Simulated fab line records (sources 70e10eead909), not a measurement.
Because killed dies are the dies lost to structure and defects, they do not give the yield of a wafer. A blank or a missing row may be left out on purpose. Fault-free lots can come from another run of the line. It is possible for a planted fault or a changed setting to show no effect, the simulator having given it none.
Matching of chambers / flow nand-harc / NHARC_P_M0_DEP_32 on pecvd-03 has 3 sister chambers
The step deposits SiCN, target thk 30 nm. 3 wafers are shown with their chamber, then 10 later ones without.

WAFERS WITH THEIR CHAMBER
wafer=L086.4; chamber=2; heater-power-w (W)=515
wafer=L087.1; chamber=1; heater-power-w (W)=575
wafer=L087.2; chamber=0; heater-power-w (W)=549

WAFERS MISSING THEIR CHAMBER
wafer=L087.3; heater-power-w (W)=554
wafer=L088.2; heater-power-w (W)=515
wafer=L088.4; heater-power-w (W)=507
wafer=L088.5; heater-power-w (W)=600
wafer=L089.3; heater-power-w (W)=532
wafer=L089.4; heater-power-w (W)=608
wafer=L089.6; heater-power-w (W)=543
wafer=L095.2; heater-power-w (W)=547
wafer=L095.5; heater-power-w (W)=500
wafer=L095.6; heater-power-w (W)=499

EACH ONE'S CHAMBER
wafer=L087.3; from the rows above=can't be placed: 0 or 1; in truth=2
wafer=L088.2; from the rows above=2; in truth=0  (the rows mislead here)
wafer=L088.4; from the rows above=2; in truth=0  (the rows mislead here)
wafer=L088.5; from the rows above=can't be placed: 1 or 0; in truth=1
wafer=L089.3; from the rows above=can't be placed: 0 or 2 or 1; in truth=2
wafer=L089.4; from the rows above=can't be placed: 1 or 0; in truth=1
wafer=L089.6; from the rows above=can't be placed: 0 or 2 or 1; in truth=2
wafer=L095.2; from the rows above=can't be placed: 0 or 1 or 2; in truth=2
wafer=L095.5; from the rows above=2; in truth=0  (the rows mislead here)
wafer=L095.6; from the rows above=2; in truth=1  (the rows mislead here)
0 of 10 placed correctly. These rows do not allow placing 6 (true chamber among the candidates in 5). Wrongly placed: 4.
How it was worked out, from the rows above alone: a wafer's distance from a chamber is the root of the sum, over the readings, of the square of ((its reading less the chamber's mean) divided by the reading's scatter). The wafer belongs to the nearest chamber; if the next one is less than 2 further off, it can't be placed. The mean given for a chamber averages the wafers shown for that chamber. The scatter (one wafer shown for each chamber): square how far every hidden wafer sits from the nearest shown wafer, average those squares and take the square root.
